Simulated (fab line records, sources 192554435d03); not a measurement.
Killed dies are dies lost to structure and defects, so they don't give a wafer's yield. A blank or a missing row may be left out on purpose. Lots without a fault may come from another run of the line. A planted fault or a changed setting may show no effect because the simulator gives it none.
fab line records | flow n5_finfet
record lots=14 wafers=36 last_day=18
route steps=1938 shown DUMMY_GATE@240 SPACER0@261
lots that met no fault: from a run of the same line without faults
start_h: hours from the record's first day to the start of the lot's first wafer shown | wait_h: hours since the lot's step before | " the same as in the row above | L1.1+2: a row that stands for several wafers | - no value, or no start given | * or withheld: withheld | < > ~ a bound
route shown NAME@n: a module of which the file shows steps, and the number in the route of the first | usual: mean/standard deviation of fault-free wafers | same: alike in all rows | chamber/n: place in a boat | sites: the reading at each site | _std_site: their standard deviation | _edge_site: outer sites' mean less inner sites' | radius_mm: how far each site lies from the wafer's centre | mask NAME#n: copy n | behind: the tool/chamber that last shaped the wafer | hold: why the lot was held/for how many hours/how that ended | device: the transistor (n, p or np) that didn't switch | end of line: the same wafers' tests at the end of the route | a step without rows: its recipe alone | killed: dies lost to structure and defects at the first sort, not the wafer's yield | map: a wafer's dies, x killed, . not, _ none there
set.NAME: the setting as run; set.NAME@STEP: as run at that earlier step | model.NAME: the simulator's own value behind a step, which no gauge read
steps of the route over a sample of lots; a table a step, a row a wafer
services: from which hour (start_h, from the record's first day; less than 0 if before it) a tool's chamber was out of use, for how many hours, and why
## steps
# step N5_DUMMY_GATE_TRIM_49
# recipe chemistry=O2 resist=SOC time_s=29 target_cd_nm=14 source_power_w=300 bias_power_w=0 O2_flow_sccm=100 temp_c=20
# usual drypump_motor_current_A=5.30/0.26 oes_product_au=0.992/0.014 throttle_valve_pct=8.20/0.1
# columns lot.wafer tool chamber start_h wait_h drypump_motor_current_A oes_product_au rf_hours_counter_h throttle_valve_pct
L610.2 rie_si-03 2 48.46 0.0 5.23 0.989 92 8.27
L610.3 " 0 " " 5.43 1.004 168 8.07
L610.5 " 2 " " 5.25 0.983 - 8.27
L611.3 rie_si-01 1 54.24 0.0 4.86 1.005 83 8.26
L611.4 " 1 " " 4.83 0.998 - 8.25
L611.6 " 0 " " 5.53 0.999 - 8.12
L612.1 rie_si-01 1 59.46 0.0 4.85 1.004 83 8.24
L612.2 " 3 " " 5.49 0.993 192 8.26
L612.6 " 0 " " 5.53 0.997 - 8.11
L613.3 rie_si-01 1 65.12 0.0 4.85 1.003 83 8.24
L613.4 " 3 " " 5.52 0.990 193 8.26
L613.5 " 2 " " 5.34 0.992 - 8.26
L614.1 rie_si-05 1 70.99 0.0 5.55 0.996 180 8.15
L614.4 " 3 " " 5.69 1.003 5 8.18
L615.1 rie_si-01 2 76.58 0.0 5.37 0.993 155 8.28
L615.6 " 3 " " 5.49 1.014 - 8.25
L616.1 rie_si-05 3 81.79 0.0 5.70 1.005 5 8.16
L616.6 " 0 " " 5.05 0.989 - 8.35
L617.4 rie_si-03 1 92.03 0.0 5.42 0.959 7 7.95
L617.6 " 0 " " 5.45 0.984 - 8.05
L618.2 rie_si-01 0 95.42 0.0 5.54 1.003 100 8.12
L618.4 " 2 " " 5.32 0.997 155 8.27
L618.5 " 3 " " 5.50 0.999 - 8.25
L619.2 rie_si-03 1 102.71 0.0 5.43 0.959 7 7.97
L619.3 " 2 " " 5.27 0.985 94 8.28
L619.4 " 0 " " 5.47 0.981 169 8.06
L621.4 rie_si-01 3 112.62 0.0 5.53 1.009 194 8.27
L621.5 " 1 " " 4.86 1.013 - 8.23
L624.2 rie_si-03 1 130.22 0.0 5.42 0.964 7 7.95
L624.4 " 3 " " 4.97 0.993 64 8.20
L630.1 rie_si-01 2 166.47 0.0 5.34 1.007 156 8.27
L630.3 " 1 " " 4.84 0.993 85 8.26
L630.5 " 0 " " 5.54 1.000 - 8.12
L631.4 rie_si-03 1 175.30 0.0 5.43 0.960 8 7.95
L631.5 " 3 " " 4.97 0.999 - 8.23
L631.6 " 0 " " 5.42 0.986 - 8.06
# step N5_DUMMY_GATE_ETCH_32
# recipe chemistry=CF4 target=SiO2 target_depth_a=35 time_s=3.9 ion_energy_ev=350 pressure_mtorr=10 icp_w=800 bias_w=400 cf4_flow_sccm=80
# usual drypump_motor_current_A=5.33/0.27 oes_product_au=0.990/0.021 throttle_valve_pct=21.92/0.28
# columns lot.wafer tool chamber start_h wait_h drypump_motor_current_A oes_product_au rf_hours_counter_h throttle_valve_pct
L610.2 rie_si-01 1 48.91 0.1 4.86 0.960 83 22.30
L610.3 " 0 " " 5.53 1.005 100 21.77
L610.5 " 2 " " 5.34 0.975 - 22.22
L611.3 rie_si-03 0 54.70 0.1 5.44 1.013 168 21.70
L611.4 " 3 " " 4.93 0.982 62 21.96
L611.6 " 0 " " 5.43 1.014 - 21.71
L612.1 rie_si-01 3 60.11 0.1 5.52 1.031 193 21.56
L612.2 " 0 " " 5.55 1.010 100 21.78
L612.6 " 3 " " 5.50 1.025 - 21.56
L613.3 rie_si-05 0 65.68 0.1 5.04 0.982 168 22.00
L613.4 " 2 " " 5.45 0.945 138 22.13
L613.5 " 0 " " 5.02 0.963 - 21.98
L614.1 rie_si-03 2 71.44 0.1 5.23 1.002 93 22.20
L614.4 " 3 " " 4.94 0.992 63 21.94
L615.1 rie_si-05 3 77.14 0.1 5.66 1.017 5 21.90
L615.6 " 1 " " 5.57 0.972 - 21.51
L616.1 rie_si-01 3 82.23 0.1 5.49 1.014 193 21.55
L616.6 " 0 " " 5.53 1.004 - 21.77
L617.4 rie_si-01 2 92.48 0.1 5.34 0.972 155 22.21
L617.6 " 3 " " 5.52 1.011 - 21.53
L618.2 rie_si-05 0 95.95 0.1 5.03 0.988 168 22.00
L618.4 " 3 " " 5.72 1.000 6 21.88
L618.5 " 2 " " 5.46 0.952 - 22.13
L619.2 rie_si-05 0 103.16 0.1 5.05 0.994 169 22.01
L619.3 " 3 " " 5.70 1.007 6 21.87
L619.4 " 2 " " 5.45 0.959 139 22.13
L621.4 rie_si-01 0 113.25 0.1 5.55 1.014 101 21.77
L621.5 " 1 " " 4.84 1.261 - 22.39
L624.2 rie_si-01 1 130.66 0.1 4.84 1.257 84 22.40
L624.4 " 2 " " 5.34 0.987 156 22.22
L630.1 rie_si-03 3 166.91 0.1 4.97 0.985 65 21.95
L630.3 " 2 " " 5.24 1.004 95 22.19
L630.5 " 2 " " 5.24 1.001 - 22.21
L631.4 rie_si-05 2 175.74 0.0 5.44 0.951 140 22.15
L631.5 " 3 " " 5.68 0.997 - 21.89
L631.6 " 0 " " 5.03 0.983 - 21.98
# step N5_DUMMY_GATE_INSPECT_27
# recipe inspect_instrument=brightfield mode=aei
# usual raw_defect_count=289/73
# columns lot.wafer tool chamber start_h wait_h raw_defect_count
L610.2 defect_inspect-02 - 49.39 0.0 275
L610.3 " - " " 299
L610.5 " - " " 313
L611.3 defect_inspect-01 - 55.18 0.0 239
L611.4 " - " " 278
L611.6 " - " " 303
L612.1 defect_inspect-02 - 60.60 0.0 524
L612.2 " - " " 472
L612.6 " - " " 522
L613.3 defect_inspect-01 - 66.16 0.0 235
L613.4 " - " " 359
L613.5 " - " " 277
L614.1 defect_inspect-02 - 71.94 0.0 283
L614.4 " - " " 246
L615.1 defect_inspect-02 - 77.74 0.0 224
L615.6 " - " " 211
L616.1 defect_inspect-02 - 82.71 0.0 399
L616.6 " - " " 186
L617.4 defect_inspect-01 - 93.10 0.0 246
L617.6 " - " " 244
L618.2 defect_inspect-02 - 96.43 0.0 204
L618.4 " - " " 272
L618.5 " - " " 236
L619.2 defect_inspect-02 - 103.66 0.0 285
L619.3 " - " " 252
L619.4 " - " " 163
L621.4 defect_inspect-01 - 113.76 0.0 353
L621.5 " - " " 285
L624.2 defect_inspect-02 - 131.17 0.0 326
L624.4 " - " " 293
L630.1 defect_inspect-01 - 167.43 0.0 355
L630.3 " - " " 332
L630.5 " - " " 248
L631.4 defect_inspect-02 - 176.25 0.0 232
L631.5 " - " " 236
L631.6 " - " " 173
# step N5_SPACER0_INSPECT_04
# recipe inspect_instrument=darkfield mode=post_dep
# usual raw_defect_count=136/32
# columns lot.wafer tool chamber start_h wait_h raw_defect_count
L610.2 defect_inspect-02 - 50.63 0.1 117
L610.3 " - " " 123
L610.5 " - " " 141
L611.3 defect_inspect-02 - 55.79 0.1 89
L611.4 " - " " 109
L611.6 " - " " 136
L612.1 defect_inspect-02 - 62.08 0.1 228
L612.2 " - " " 236
L612.6 " - " " 230
L613.3 defect_inspect-02 - 67.18 0.1 103
L613.4 " - " " 190
L613.5 " - " " 171
L614.1 defect_inspect-01 - 72.54 0.1 135
L614.4 " - " " 119
L615.1 defect_inspect-01 - 78.35 0.1 100
L615.6 " - " " 113
L616.1 defect_inspect-02 - 83.81 0.1 175
L616.6 " - " " 111
L617.4 defect_inspect-02 - 94.00 0.1 109
L617.6 " - " " 135
L618.2 defect_inspect-01 - 97.04 0.1 100
L618.4 " - " " 133
L618.5 " - " " 101
L619.2 defect_inspect-01 - 104.27 0.1 133
L619.3 " - " " 123
L619.4 " - " " 110
L621.4 defect_inspect-02 - 114.73 0.1 163
L621.5 " - " " 131
L624.2 defect_inspect-02 - 132.04 0.1 148
L624.4 " - " " 126
L630.1 defect_inspect-01 - 168.04 0.1 143
L630.3 " - " " 165
L630.5 " - " " 121
L631.4 defect_inspect-02 - 176.86 0.0 122
L631.5 " - " " 105
L631.6 " - " " 79
## services
# columns tool chamber start_h hours kind
rie_si-05 2 47.64 4.9 repair
rie_si-01 2 52.77 12.3 repair
rie_si-03 0 62.68 2.8 repair
rie_si-01 - 117.01 2.8 pm
rie_si-01 3 149.30 - clean
rie_si-01 3 149.30 16.9 scheduled_down
rie_si-01 3 149.30 16.9 vent_cycle
## key
first_sign step=N5_DUMMY_GATE_ETCH_32 reading=oes_product_au direction=up sigmas=13 usual=0.990 struck=1.259
effect none on later readings
met_at N5_DUMMY_GATE_ETCH_32
struck_lots L621,L624
struck_wafers L621.5,L624.2
tester_left_out L621,L624
not_acting_at N5_DUMMY_GATE_TRIM_49,N5_DUMMY_GATE_INSPECT_27,N5_SPACER0_INSPECT_04
onset_between 92.48 113.25
fault kind=process_parameter_drift tool=rie_si-01 chamber=- onset_h=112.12 steps=N5_DUMMY_GATE_ETCH_32 channel=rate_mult offset=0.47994 shape=step end_h=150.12 scope=struck_wafers_only
# tester_left_out: of these lots the tester's yield and bins aren't shown, on N5 and GAA mostly nor the transistor test; their killed dies are dies lost to structure and defects alone, not to doping, threshold or leakage, so they don't give the yield
